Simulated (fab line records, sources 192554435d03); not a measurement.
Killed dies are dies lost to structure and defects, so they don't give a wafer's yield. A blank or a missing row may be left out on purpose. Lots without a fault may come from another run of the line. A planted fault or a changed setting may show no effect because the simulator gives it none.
Chamber matching | flow n5_finfet | N5_BEOL_M1_CO_CAP_55 on cvd_co-01: 3 sister chambers
The step material Co, precursor CCTBA/H2, target thk 2 nm, time 102.1 s. 3 wafers are shown with their chamber, then 12 later ones without.

WAFERS WITH THEIR CHAMBER
wafer  | chamber | heater_power_w (W)
L090.1 | 2       | 243
L090.4 | 1       | 245
L090.6 | 0       | 279

WAFERS WITHOUT THEIR CHAMBER
wafer  | heater_power_w (W)
L091.1 | 280
L091.2 | 244
L091.3 | 253
L091.4 | 249
L091.5 | 273
L091.6 | 244
L093.1 | 245
L093.4 | 244
L093.5 | 277
L096.4 | 254
L096.5 | 248
L096.6 | 282

WHICH CHAMBER EACH WENT THROUGH
wafer  | from the rows above     | in truth
L091.1 | 0                       | 0
L091.2 | can't be placed: 1 or 2 | 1
L091.3 | can't be placed: 1 or 2 | 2
L091.4 | can't be placed: 1 or 2 | 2
L091.5 | 0                       | 0
L091.6 | can't be placed: 1 or 2 | 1
L093.1 | can't be placed: 1 or 2 | 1
L093.4 | can't be placed: 1 or 2 | 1
L093.5 | 0                       | 0
L096.4 | can't be placed: 1 or 2 | 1
L096.5 | can't be placed: 1 or 2 | 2
L096.6 | 0                       | 0
Placed correctly: 4 of 12. Can't be placed from these rows: 8 (the true chamber is among the candidates in 8). Placed wrongly: 0.
How it was worked out, from the rows above alone: a wafer's distance from a chamber is the root of the sum, over the readings, of the square of ((its reading less the chamber's mean) divided by the reading's scatter). The wafer belongs to the nearest chamber; if the next one is less than 2 further off, it can't be placed. A chamber's mean is the mean of its shown wafers. The scatter: with one shown wafer a chamber, the root of the mean of the squares of how far each hidden wafer lies from its nearest shown one.
